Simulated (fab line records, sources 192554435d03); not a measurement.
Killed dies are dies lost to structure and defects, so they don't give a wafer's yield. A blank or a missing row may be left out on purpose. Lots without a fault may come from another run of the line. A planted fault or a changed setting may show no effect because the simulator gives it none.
Chamber matching | flow n5_finfet | N5_BEOL_M1_STRIP_36 on rie_diel-06: 4 sister chambers
The step strips in N2/H2. 4 wafers are shown with their chamber, then 9 later ones without.

WAFERS WITH THEIR CHAMBER
wafer  | chamber | showerhead_plenum_p_Torr (Torr)
L082.6 | 2       | 2.50
L087.2 | 3       | 2.64
L087.4 | 0       | 2.41
L087.6 | 1       | 2.70

WAFERS WITHOUT THEIR CHAMBER
wafer  | showerhead_plenum_p_Torr (Torr)
L091.2 | 2.63
L091.3 | 2.41
L091.4 | 2.49
L093.2 | 2.63
L093.4 | 2.41
L093.6 | 2.69
L095.1 | 2.49
L095.3 | 2.69
L095.4 | 2.63

WHICH CHAMBER EACH WENT THROUGH
wafer  | from the rows above | in truth
L091.2 | 3                   | 3
L091.3 | 0                   | 0
L091.4 | 2                   | 2
L093.2 | 3                   | 3
L093.4 | 0                   | 0
L093.6 | 1                   | 1
L095.1 | 2                   | 2
L095.3 | 1                   | 1
L095.4 | 3                   | 3
Placed correctly: 9 of 9. Can't be placed from these rows: 0. Placed wrongly: 0.
How it was worked out, from the rows above alone: a wafer's distance from a chamber is the root of the sum, over the readings, of the square of ((its reading less the chamber's mean) divided by the reading's scatter). The wafer belongs to the nearest chamber; if the next one is less than 2 further off, it can't be placed. A chamber's mean is the mean of its shown wafers. The scatter: with one shown wafer a chamber, the root of the mean of the squares of how far each hidden wafer lies from its nearest shown one.
